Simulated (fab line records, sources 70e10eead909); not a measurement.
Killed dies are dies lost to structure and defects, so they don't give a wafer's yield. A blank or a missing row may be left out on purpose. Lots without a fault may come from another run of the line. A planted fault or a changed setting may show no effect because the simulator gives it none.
fab line records | flow nand_harc
record lots=11 wafers=33 last_day=34
route steps=1302 shown A_M1@1186 A_BONDPAD@1202 HYBRID_BOND@1237 END@1302
lots that met no fault: from a run of the same line without faults
start_h: hours from the record's first day to the start of the lot's first wafer shown | wait_h: hours since the lot's step before | " the same as in the row above | L1.1+2: a row that stands for several wafers | - no value, or no start given | * or withheld: withheld | < > ~ a bound
route shown NAME@n: a module of which the file shows steps, and the number in the route of the first | usual: mean/standard deviation of fault-free wafers | same: alike in all rows | chamber/n: place in a boat | sites: the reading at each site | _std_site: their standard deviation | _edge_site: outer sites' mean less inner sites' | radius_mm: how far each site lies from the wafer's centre | mask NAME#n: copy n | behind: the tool/chamber that last shaped the wafer | hold: why the lot was held/for how many hours/how that ended | device: the transistor (n, p or np) that didn't switch | end of line: the same wafers' tests at the end of the route | a step without rows: its recipe alone | killed: dies lost to structure and defects at the first sort, not the wafer's yield | map: a wafer's dies, x killed, . not, _ none there
set.NAME: the setting as run; set.NAME@STEP: as run at that earlier step | model.NAME: the simulator's own value behind a step, which no gauge read
steps of the route over a sample of lots; a table a step, a row a wafer
services: from which hour (start_h, from the record's first day; less than 0 if before it) a tool's chamber was out of use, for how many hours, and why
## steps
# step NHARC_A_M1_STRIP_18
# recipe power_w=1000 n2_flow_sccm=150 h2_flow_sccm=150 ar_flow_sccm=0 bias_w=0 chemistry=N2/H2
# usual drypump_motor_current_A=5.7/0.39 oes_product_au=0.998/0.011 rf_fwd_power_W=997/3.3 rf_vpp_V=90.9/0.89 showerhead_plenum_p_Torr=2.08/0.066 throttle_valve_pct=14.171/0.0089
# columns lot.wafer tool chamber start_h wait_h drypump_motor_current_A oes_product_au rf_fwd_power_W rf_hours_counter_h rf_vpp_V showerhead_plenum_p_Torr throttle_valve_pct
L739.1 rie_diel-02 1 510.78 0.1 5.8 1.001 999 3.2 90.1 2.04 14.174
L739.2 " 3 " " 6.2 0.995 999 3.5 90.4 2.06 14.163
L739.6 " 0 " " 5.0 0.990 995 - 90.8 2.08 14.169
L741.2 rie_diel-04 3 546.54 0.1 6.1 1.003 997 0.3 89.8 2.10 14.179
L741.1 " 0 " " 6.2 0.992 1000 0.3 91.1 2.06 14.171
L741.6 " 3 " " 6.1 1.004 1003 - 90.9 2.10 14.163
L742.2 rie_diel-04 1 553.82 0.1 5.9 1.006 997 0.4 90.9 2.15 14.163
L742.4 " 3 " " 6.0 1.013 996 0.5 91.7 2.10 14.174
L742.3 " 0 " " 6.2 1.006 995 0.4 92.5 2.06 14.173
L743.3 rie_diel-04 2 560.06 0.1 5.3 0.994 995 0.7 90.3 2.01 14.171
L743.1 " 1 " " 5.9 0.996 998 0.7 92.7 2.15 14.176
L743.6 " 3 " " 6.1 1.023 994 - 90.8 2.10 14.163
L744.4 rie_diel-04 2 576.54 0.1 5.3 0.995 994 3.0 89.5 2.00 14.177
L744.6 " 2 " " 5.4 0.995 999 - 90.5 2.00 14.161
L744.5 " 3 " " 6.1 1.013 995 - 90.2 2.10 14.172
L746.1 rie_diel-13 0 613.46 0.1 5.8 1.002 996 4.6 89.4 1.89 14.168
L746.4 " 1 " " 5.3 0.985 997 4.4 90.8 2.11 14.163
L746.5 " 3 " " 6.1 1.006 995 - 91.6 2.17 14.183
L754.4 rie_diel-02 1 673.22 0.1 5.8 1.006 995 2.4 89.8 2.04 14.168
L754.3 " 2 " " 5.6 0.992 998 2.4 89.6 2.18 14.185
L754.5 " 1 " " 5.8 0.999 994 - 90.5 2.04 14.161
L756.1 rie_diel-02 1 698.44 0.1 5.7 0.992 994 3.1 90.5 2.04 14.162
L756.4 " 3 " " 6.2 1.005 1003 - 90.1 2.06 14.168
L756.6 " 1 " " 5.7 1.004 999 - 91.2 2.04 14.184
L761.4 rie_diel-04 1 730.54 0.1 5.8 1.001 996 1.7 91.1 2.15 14.174
L761.3 " 2 " " 5.3 0.990 999 1.1 91.2 2.00 14.163
L761.6 " 0 " " 6.2 0.993 993 - 90.1 2.05 14.179
L760.3 rie_diel-02 1 734.42 0.1 5.7 1.004 992 3.7 90.6 2.04 14.196
L760.1 " 2 " " 5.6 0.986 995 4.2 91.6 2.17 14.177
L760.2 " 3 " " 6.2 1.000 998 4.8 89.8 2.06 14.181
L762.3 rie_diel-04 2 775.33 0.1 5.4 0.988 996 2.4 90.2 2.00 14.153
L762.4 " 0 " " 6.2 1.005 999 3.6 91.3 2.05 14.162
L762.2 " 1 " " 5.8 1.009 993 2.7 91.3 2.15 14.179
# step NHARC_A_BONDPAD_DEP_00
# recipe target_thk_a=2500 temp_c=370 target_thk_nm=250 pressure_torr=3 flow_sccm=200 rf_w=450 material=SiCN
# usual heater_power_w=557/53 rf_fwd_power_W=448.8/1.5
# columns lot.wafer tool chamber start_h wait_h heater_power_w rf_fwd_power_W
L739.2 pecvd-02 2 513.83 - 622 449.6
L739.1 " 0 " " 578 449.5
L739.6 " 2 " " 635 447.7
L741.2 pecvd-02 0 - - 540 448.7
L741.1 " 1 " " 567 450.7
L741.6 " 1 " " 606 450.5
L742.2 pecvd-01 2 556.71 - 619 449.6
L742.3 " 1 " " 581 451.6
L742.4 " 1 " " 604 451.7
L743.1 pecvd-02 0 562.95 - 569 446.5
L743.3 " 1 " " 549 447.3
L743.6 " 1 " " 552 447.6
L744.5 pecvd-01 2 579.57 - 513 449.3
L744.6 " 0 " " 498 447.6
L744.4 " 1 " " 525 448.1
L746.1 pecvd-01 2 616.40 - 628 448.7
L746.5 " 0 " " 518 449.2
L746.4 " 1 " " 610 451.2
L754.3 pecvd-03 1 676.15 - 512 449.6
L754.5 " 0 " " 499 445.9
L754.4 " 1 " " 535 448.4
L756.1 pecvd-01 1 701.73 - 594 450.4
L756.4 " 2 " " 657 448.1
L756.6 " 1 " " 584 448.5
L761.3 pecvd-01 0 733.59 - 463 446.2
L761.6 " 2 " " 644 447.8
L761.4 " 0 " " 496 450.1
L760.2 pecvd-01 0 737.34 - 516 448.6
L760.1 " 1 " " 604 450.1
L760.3 " 2 " " 637 446.9
L762.2 pecvd-03 1 - - 416 448.8
L762.3 " 0 " " 551 447.1
L762.4 " 1 " " 437 449.2
# step NHARC_A_BONDPAD_OVL_MEAS_35
# usual overlay_x_nm=1/7.1 overlay_y_nm=0/4.3
# columns lot.wafer tool chamber start_h wait_h overlay_x_nm overlay_y_nm
L739.1 overlay-02 - 515.10 - -3 -5
L739.2 " - " " -2 -5
L739.6 " - " " -2 -5
L741.1 overlay-01 - 550.75 - 5 0
L741.2 " - " " 5 1
L741.6 " - " " 5 1
L742.2 overlay-01 - 557.89 - 0 0
L742.3 " - " " 0 0
L742.4 " - " " 0 0
L743.1 overlay-01 - 564.27 - 9 4
L743.3 " - " " 10 4
L743.6 " - " " 9 4
L744.4 overlay-01 - 580.62 - 1 10
L744.5 " - " " 0 10
L744.6 " - " " 1 10
L746.1 overlay-02 - 617.62 - 5 -5
L746.4 " - " " 5 -5
L746.5 " - " " 5 -5
L754.3 overlay-01 - 677.29 - -4 2
L754.4 " - " " -4 1
L754.5 " - " " -4 2
L756.1 overlay-02 - 702.95 - -13 -1
L756.4 " - " " -13 -1
L756.6 " - " " -13 -2
L761.3 overlay-01 - 734.81 - 16 4
L761.4 " - " " 17 4
L761.6 " - " " 17 4
L760.1 overlay-02 - 738.52 - -14 -8
L760.2 " - " " -15 -8
L760.3 " - " " -14 -7
L762.2 overlay-01 - 779.72 - 4 5
L762.3 " - " " 4 4
L762.4 " - " " 4 5
# step NHARC_A_BONDPAD_CD_MEAS_13
# usual cd_nm=499.1/2.3
# columns lot.wafer tool chamber start_h wait_h cd_nm
L739.1 cd_sem-01 - 515.54 - 496.6
L739.2 " - " " 498.6
L739.6 " - " " 499.4
L741.1 cd_sem-01 - 551.20 - 498.0
L741.2 " - " " 497.5
L741.6 " - " " 498.3
L742.2 cd_sem-03 - 558.33 - 499.2
L742.3 " - " " 497.7
L742.4 " - " " 502.5
L743.1 cd_sem-02 - 564.71 - 499.4
L743.3 " - " " 499.3
L743.6 " - " " 501.8
L744.4 cd_sem-02 - 581.06 - 498.8
L744.5 " - " " 498.9
L744.6 " - " " 494.5
L746.1 cd_sem-03 - 618.11 - 501.4
L746.4 " - " " 498.7
L746.5 " - " " 500.2
L754.3 cd_sem-02 - 677.73 - 499.0
L754.4 " - " " 503.7
L754.5 " - " " 501.1
L756.1 cd_sem-02 - 703.39 - 495.5
L756.4 " - " " 499.7
L756.6 " - " " 497.6
L761.3 cd_sem-01 - 735.25 - 500.5
L761.4 " - " " 492.2
L761.6 " - " " 496.1
L760.1 cd_sem-03 - 738.96 - 498.6
L760.2 " - " " 500.7
L760.3 " - " " 501.9
L762.2 cd_sem-03 - 780.17 - 496.8
L762.3 " - " " 500.4
L762.4 " - " " 500.6
# step NHARC_HYBRID_BOND_ACTIVATE_00
# recipe time_s=60 n2_flow_sccm=200 ar_flow_sccm=0 bias_power_w=0 chemistry=N2
# usual drypump_motor_current_A=5.5/0.4 oes_product_au=1.003/0.011 rf_vpp_V=64.0/1 showerhead_plenum_p_Torr=1.75/0.089
# same bias_power_w=0
# columns lot.wafer tool chamber start_h wait_h hold drypump_motor_current_A oes_product_au rf_hours_counter_h rf_vpp_V showerhead_plenum_p_Torr
L739.1 rie_diel-08 3 517.84 0.1 - 6.0 1.000 10 64.1 1.81
L739.2 " 0 " " - 5.1 1.017 11 65.5 1.83
L739.6 " 0 " " - 5.1 1.019 - 63.6 1.83
L741.1 rie_diel-05 2 553.53 0.1 - 6.1 0.986 41 64.0 1.79
L741.2 " 0 " " - 5.6 0.992 44 62.8 1.66
L741.6 " 3 " " - 6.0 1.004 - 63.0 1.78
L742.2 rie_diel-08 2 560.65 0.1 - 5.5 1.022 1 64.4 1.64
L742.3 " 0 " " - 5.1 1.010 1 64.4 1.83
L742.4 " 1 " " - 4.9 1.006 1 65.2 1.67
L743.3 rie_diel-08 3 570.61 3.5 await_dispo/3.4h/release 6.0 1.006 1 64.4 1.81
L743.1 " 2 " " await_dispo/3.4h/release 5.5 1.015 1 62.9 1.64
L743.6 " 3 " " await_dispo/3.4h/release 6.1 1.010 - 62.3 1.81
L744.4 rie_diel-08 0 587.66 4.2 await_dispo/4.1h/release 5.1 0.997 - 63.4 1.82
L744.6 " 2 " " await_dispo/4.1h/release 5.5 1.022 - 63.5 1.64
L744.5 " 3 " " await_dispo/4.1h/release 6.0 1.001 - 65.4 1.81
L746.1 rie_diel-08 2 620.44 0.1 - 5.5 1.019 4 61.8 1.64
L746.4 " 0 " " - 5.1 0.998 5 63.6 1.82
L746.5 " 2 " " - 5.5 1.015 - 63.1 1.64
L754.3 rie_diel-08 0 680.03 0.1 - 5.1 0.990 10 63.4 1.82
L754.4 " 3 " " - 6.0 1.005 11 63.7 1.81
L754.5 " 1 " " - 4.9 1.012 - 64.4 1.66
L756.1 rie_diel-08 1 705.74 0.1 - 4.9 1.003 13 64.5 1.66
L756.4 " 3 " " - 6.0 1.002 14 63.6 1.81
L756.6 " 0 " " - 5.2 1.004 - 62.8 1.82
L761.3 rie_diel-09 2 737.60 0.1 - 5.8 0.979 14 65.0 1.77
L761.4 " 1 " " - 5.4 1.010 12 63.5 1.79
L761.6 " 3 " " - 5.4 0.980 - 64.8 1.90
L760.3 rie_diel-05 2 741.28 0.1 - 6.1 0.990 53 64.3 1.77
L760.1 " 3 " " - 6.0 1.006 54 64.8 1.76
L760.2 " 1 " " - 5.8 0.996 56 65.2 1.63
L762.4 rie_diel-08 3 782.45 0.1 - 6.0 0.990 4 64.8 1.81
L762.2 " 0 " " - 5.1 0.988 4 63.4 1.82
L762.3 " 2 " " - 5.6 1.007 3 63.3 1.63
# step NHARC_END_SORT_01
# recipe temp_c=25
# usual defect_limited_yield=91/3.2 killed_at_array=53/21 killed_at_other=1.1/1.5 killed_at_periphery=3.9/2.7 killed_dies=58/21 killed_open=3.4/1.9 killed_short=2.3/1.5
# same gross_dies=677
# columns lot.wafer tool chamber start_h wait_h defect_limited_yield[%] killed_at_array killed_at_other killed_at_periphery killed_dies killed_open killed_short
L742.2 prober-02 0 589.63 2.8 95 30 0 3 33 3 3
L742.3 prober-02 0 590.43 3.1 97 20 0 2 22 2 3
L742.4 prober-02 0 591.22 3.4 97 21 0 1 22 0 4
L743.1 prober-01 0 605.58 2.5 83 107 1 4 112 5 3
L743.3 prober-01 0 607.14 3.1 78 144 0 2 146 5 1
L743.6 prober-01 0 609.48 3.9 76 156 1 4 161 1 1
L744.4 prober-01 0 625.84 3.4 80 126 0 7 133 3 1
L744.5 prober-01 0 626.64 3.7 77 146 0 7 153 5 1
L744.6 prober-01 0 627.44 4.0 80 133 0 3 136 1 1
L746.1 prober-02 0 648.21 2.5 84 99 0 11 110 6 2
L746.4 prober-02 0 650.61 3.4 86 91 0 7 98 2 2
L746.5 prober-02 0 651.41 3.7 85 98 1 4 103 2 5
L756.1 prober-02 0 733.19 2.5 95 33 2 0 35 4 1
L756.4 prober-02 0 735.57 3.4 95 32 0 0 32 3 2
L756.6 prober-02 0 737.15 4.0 95 31 1 0 32 3 4
# killed by level:class
L742.2 A_CHANNEL_HOLE_D2:chamber_film_flake=7 A_CHANNEL_HOLE_D1:chamber_film_flake=5 A_STAIRCASE:chamber_film_flake=4 A_WL_FILL:chamber_film_flake=3 A_CONTACT:chamber_film_flake=3 A_ONON_D1:geometric_particle:open=2 A_SOURCE_PLATE:geometric_particle:short=1 A_ONON_D1:geometric_particle:short=1
L742.3 A_CHANNEL_HOLE_D2:chamber_film_flake=7 A_CONTACT:chamber_film_flake=4 A_SLIT:chamber_film_flake=3 A_CHANNEL_HOLE_D1:geometric_particle:short=1 A_CHANNEL_FILL_D1:geometric_particle:short=1 A_DECK1_JOINT:geometric_particle:open=1 A_ONON_D2:geometric_particle:short=1 A_M1:geometric_particle:open=1
L742.4 A_CHANNEL_HOLE_D2:chamber_film_flake=8 A_CHANNEL_HOLE_D1:chamber_film_flake=2 A_WL_FILL:chamber_film_flake=2 A_CONTACT:chamber_film_flake=2 P_STI:geometric_particle:short=1 A_ONON_D1:geometric_particle:short=1 A_ONON_D2:geometric_particle:short=1 A_CONTACT:geometric_particle:short=1
L743.1 A_M1:unspecified=66 A_SLIT:chamber_film_flake=19 A_CHANNEL_HOLE_D2:chamber_film_flake=8 A_CHANNEL_HOLE_D1:chamber_film_flake=6 P_ZERO_WELL:chamber_film_flake=2 A_STAIRCASE:chamber_film_flake=2 P_CONTACT:geometric_particle:open=1 P_M0:geometric_particle:open=1
L743.3 A_M1:unspecified=75 A_CHANNEL_HOLE_D1:chamber_film_flake=31 A_SLIT:chamber_film_flake=18 A_CHANNEL_HOLE_D2:chamber_film_flake=8 A_STAIRCASE:chamber_film_flake=3 A_CONTACT:chamber_film_flake=3 P_CONTACT:geometric_particle:open=1 A_SOURCE_PLATE:geometric_particle:open=1
L743.6 A_M1:unspecified=85 A_CHANNEL_HOLE_D1:chamber_film_flake=33 A_SLIT:chamber_film_flake=32 P_ZERO_WELL:chamber_film_flake=4 A_CHANNEL_HOLE_D2:chamber_film_flake=3 A_ONON_D1:geometric_particle:short=1 A_CONTACT:geometric_particle:open=1 A_STAIRCASE:chamber_film_flake=1
L744.4 A_M1:unspecified=76 A_SLIT:chamber_film_flake=30 A_CHANNEL_HOLE_D2:chamber_film_flake=6 P_BONDPAD:chamber_film_flake=4 A_CONTACT:chamber_film_flake=3 A_CHANNEL_HOLE_D1:chamber_film_flake=2 A_CHANNEL_FILL_D1:chamber_film_flake=2 A_WL_FILL:chamber_film_flake=2
L744.5 A_M1:unspecified=85 A_SLIT:chamber_film_flake=27 A_CHANNEL_HOLE_D2:chamber_film_flake=17 A_CONTACT:chamber_film_flake=5 P_BONDPAD:chamber_film_flake=3 A_CHANNEL_HOLE_D1:chamber_film_flake=3 P_CONTACT:geometric_particle:open=2 A_CHANNEL_FILL_D2:chamber_film_flake=2
L744.6 A_M1:unspecified=75 A_SLIT:chamber_film_flake=27 A_CHANNEL_HOLE_D2:chamber_film_flake=14 A_M0:chamber_film_flake=4 P_BONDPAD:chamber_film_flake=3 A_CHANNEL_HOLE_D1:chamber_film_flake=3 A_CHANNEL_FILL_D1:chamber_film_flake=3 A_CONTACT:chamber_film_flake=3
L746.1 A_SLIT:chamber_film_flake=34 A_CHANNEL_HOLE_D1:chamber_film_flake=31 A_CHANNEL_HOLE_D2:chamber_film_flake=18 P_GATE:chamber_film_flake=4 P_M1:chamber_film_flake=3 A_STAIRCASE:chamber_film_flake=3 A_CHANNEL_FILL_D2:chamber_film_flake=3 A_DECK1_JOINT:geometric_particle:open=2
L746.4 A_SLIT:chamber_film_flake=31 A_CHANNEL_HOLE_D1:chamber_film_flake=25 A_CHANNEL_HOLE_D2:chamber_film_flake=18 A_STAIRCASE:chamber_film_flake=6 A_CHANNEL_FILL_D2:chamber_film_flake=5 P_M1:chamber_film_flake=3 P_GATE:chamber_film_flake=2 P_M0:geometric_particle:open=1
L746.5 A_SLIT:chamber_film_flake=43 A_CHANNEL_HOLE_D1:chamber_film_flake=24 A_CHANNEL_HOLE_D2:chamber_film_flake=14 A_CHANNEL_FILL_D2:chamber_film_flake=5 A_STAIRCASE:chamber_film_flake=4 A_WL_FILL:geometric_particle:short=2 A_CONTACT:chamber_film_flake=2 P_STI:geometric_particle:short=1
L756.1 A_CHANNEL_HOLE_D1:chamber_film_flake=11 A_DECK1_JOINT:chamber_film_flake=4 A_CHANNEL_FILL_D2:chamber_film_flake=4 A_CONTACT:chamber_film_flake=4 A_CHANNEL_FILL_D1:chamber_film_flake=3 A_ONON_D1:geometric_particle:open=1 A_CHANNEL_FILL_D1:geometric_particle:short=1 A_ONON_D2:geometric_particle:open=1
L756.4 A_CHANNEL_HOLE_D1:chamber_film_flake=11 A_SLIT:chamber_film_flake=4 A_CONTACT:chamber_film_flake=4 A_ZERO_WELL:chamber_film_flake=2 A_DECK1_JOINT:chamber_film_flake=2 A_ONON_D1:geometric_particle:short=1 A_CHANNEL_HOLE_D1:geometric_particle:open=1 A_CHANNEL_FILL_D2:geometric_particle:open=1
L756.6 A_CHANNEL_HOLE_D1:chamber_film_flake=9 A_CONTACT:chamber_film_flake=7 A_SLIT:chamber_film_flake=3 A_CHANNEL_FILL_D2:chamber_film_flake=2 A_STAIRCASE:chamber_film_flake=2 A_ONON_D1:geometric_particle:short=1 A_ONON_D1:geometric_particle:open=1 A_DECK1_JOINT:geometric_particle:open=1
## services
# columns tool chamber start_h hours kind
pecvd-01 - 492.00 13.0 pm
rie_diel-04 - 521.86 3.0 repair
rie_diel-04 - 531.90 9.0 pm
rie_diel-02 0 532.83 4.0 repair
rie_diel-08 0 538.92 8.0 repair
rie_diel-08 - 544.86 9.0 pm
rie_diel-02 3 549.11 5.0 repair
rie_diel-02 - 570.82 9.0 pm
rie_diel-08 2 574.36 6.6 repair
rie_diel-08 1 582.15 21.5 repair
rie_diel-02 2 670.44 2.7 repair
pecvd-01 - 673.00 13.0 pm
rie_diel-02 2 678.53 9.0 repair
rie_diel-02 1 682.17 4.2 repair
rie_diel-08 3 692.31 3.5 repair
rie_diel-02 2 693.29 8.1 repair
rie_diel-04 - 708.90 9.0 pm
rie_diel-08 2 714.92 9.9 repair
rie_diel-02 1 718.12 6.8 repair
rie_diel-08 - 721.90 9.0 pm
rie_diel-08 1 742.69 7.5 repair
pecvd-01 - 745.94 0.6 repair
rie_diel-04 1 746.42 12.1 repair
rie_diel-08 2 756.76 5.3 repair
## key
first_sign step=NHARC_END_SORT_01 reading=killed_at_array direction=up sigmas=4 usual=53 struck=135
effect step=NHARC_END_SORT_01 reading=defect_limited_yield direction=down sigmas=3.8 usual=91 struck=79
more_kills_born_at NHARC_A_M1_STRIP_18@rie_diel-04=460
met_at NHARC_A_M1_STRIP_18
struck_lots L743,L744
not_acting_at NHARC_A_BONDPAD_DEP_00,NHARC_A_BONDPAD_OVL_MEAS_35,NHARC_A_BONDPAD_CD_MEAS_13
onset_between 553.82 560.06
fault kind=chamber_particle_source tool=rie_diel-04 chamber=- onset_h=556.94 steps=NHARC_A_M1_STRIP_18 rate_per_visit_cm2=0.91192 end_h=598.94
